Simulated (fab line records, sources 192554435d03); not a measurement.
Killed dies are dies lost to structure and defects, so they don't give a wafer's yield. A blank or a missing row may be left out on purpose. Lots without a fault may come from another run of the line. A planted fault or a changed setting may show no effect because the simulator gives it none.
Chamber matching | flow n5_finfet | N5_BEOL_M9_ETCH_76 on rie_diel-06: 4 sister chambers
The step etches underlayer in N2/H2, target depth 6.5 nm, time 5.2 s. 4 wafers are shown with their chamber, then 12 later ones without.

WAFERS WITH THEIR CHAMBER
wafer  | chamber | showerhead_plenum_p_Torr (Torr)
L085.2 | 1       | 2.65
L088.1 | 0       | 2.59
L088.2 | 3       | 2.46
L088.5 | 2       | 2.69

WAFERS WITHOUT THEIR CHAMBER
wafer  | showerhead_plenum_p_Torr (Torr)
L090.2 | 2.65
L090.3 | 2.69
L090.5 | 2.69
L096.2 | 2.58
L096.4 | 2.69
L096.5 | 2.58
L097.3 | 2.58
L097.5 | 2.45
L097.6 | 2.58
L091.3 | 2.58
L091.4 | 2.45
L091.5 | 2.68

WHICH CHAMBER EACH WENT THROUGH
wafer  | from the rows above | in truth
L090.2 | 1                   | 1
L090.3 | 2                   | 2
L090.5 | 2                   | 2
L096.2 | 0                   | 0
L096.4 | 2                   | 2
L096.5 | 0                   | 0
L097.3 | 0                   | 0
L097.5 | 3                   | 3
L097.6 | 0                   | 0
L091.3 | 0                   | 0
L091.4 | 3                   | 3
L091.5 | 2                   | 2
Placed correctly: 12 of 12. Can't be placed from these rows: 0. Placed wrongly: 0.
How it was worked out, from the rows above alone: a wafer's distance from a chamber is the root of the sum, over the readings, of the square of ((its reading less the chamber's mean) divided by the reading's scatter). The wafer belongs to the nearest chamber; if the next one is less than 2 further off, it can't be placed. A chamber's mean is the mean of its shown wafers. The scatter: with one shown wafer a chamber, the root of the mean of the squares of how far each hidden wafer lies from its nearest shown one.
